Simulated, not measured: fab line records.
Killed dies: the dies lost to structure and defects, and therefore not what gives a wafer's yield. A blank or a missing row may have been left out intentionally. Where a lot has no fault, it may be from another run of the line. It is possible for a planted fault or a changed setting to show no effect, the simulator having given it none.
Chamber matching    flow n5Finfet    N5_BEOL_M1_PECVD_72 on pecvd-03 has 3 sister chambers
The step deposits SiO2 from TEOS/O2, target thk 16 nm, time 18 s. 24 wafers are shown with their chamber, then 12 later ones without.

WAFERS, EACH WITH ITS CHAMBER
wafer   chamber  throttleValvePct (%)  showerheadPlenumPTorr (Torr)  heaterPowerW (W)
L074.3  2        21.2                  8.91                          694
L074.4  2        20.8                  8.91                          717
L074.5  0        22.8                  8.75                          555
L077.2  2        20.8                  8.88                          804
L077.3  0        22.9                  8.76                          566
L077.6  1        23.7                  8.77                          565
L081.1  2        21.1                  8.92                          815
L081.2  0        22.8                  8.75                          511
L081.6  2        21.1                  8.91                          826
L083.1  2        21.1                  8.93                          814
L083.2  0        22.7                  8.75                          554
L083.3  1        23.8                  8.75                          667
L083.4  0        23.0                  8.76                          557
L083.5  2        21.0                  8.89                          822
L083.6  1        24.0                  8.77                          636
L084.1  2        21.4                  8.91                          739
L084.3  1        23.8                  8.75                          537
L084.5  0        22.7                  8.73                          568
L086.3  0        22.8                  8.76                          542
L086.5  0        22.7                  8.74                          566
L086.6  2        21.2                  8.89                          804
L090.2  2        21.1                  8.92                          793
L090.3  0        22.7                  8.75                          555
L090.6  0        22.6                  8.76                          540

SIGNATURES (averages over the wafers above)
reading                chamber 0  chamber 1  chamber 2  scatter within a chamber
throttleValvePct       22.770     23.825     21.080     0.149
showerheadPlenumPTorr  8.7510     8.7600     8.9070     0.0129
heaterPowerW           551.40     601.25     782.80     40.3
Rule: distance of a wafer from a chamber = root of the sum over the readings of ((wafer's reading minus chamber's mean) / reading's scatter) squared. The wafer belongs to the nearest chamber; if the next one is less than 2 further off, it can't be placed. The scatter: take each reading less its chamber's mean, square it, sum over the shown wafers, divide by the number of wafers less the number of chambers, and take the root.

WAFERS MISSING THEIR CHAMBER
wafer   throttleValvePct (%)  showerheadPlenumPTorr (Torr)  heaterPowerW (W)
L091.3  22.6                  8.79                          481
L091.4  21.3                  8.88                          828
L091.6  23.0                  8.76                          487
L092.3  23.5                  8.75                          634
L092.5  22.5                  8.77                          507
L092.6  23.8                  8.75                          649
L096.1  23.7                  8.75                          584
L096.5  22.8                  8.76                          564
L096.6  23.7                  8.75                          575
L097.2  22.8                  8.75                          552
L097.3  23.4                  8.76                          597
L097.6  21.1                  8.92                          733

THE CHAMBER EACH PASSED THROUGH
wafer   from the rows above      in truth
L091.3  0                        0
L091.4  2                        2
L091.6  0                        0
L092.3  1                        1
L092.5  0                        0
L092.6  1                        1
L096.1  1                        1
L096.5  0                        0
L096.6  1                        1
L097.2  0                        0
L097.3  can't be placed: 1 or 0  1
L097.6  2                        2
Correct placement for 11 of the 12. Cannot be placed on the basis of these rows: 1; the candidates contain the true chamber in 1. Placed wrongly: 0.
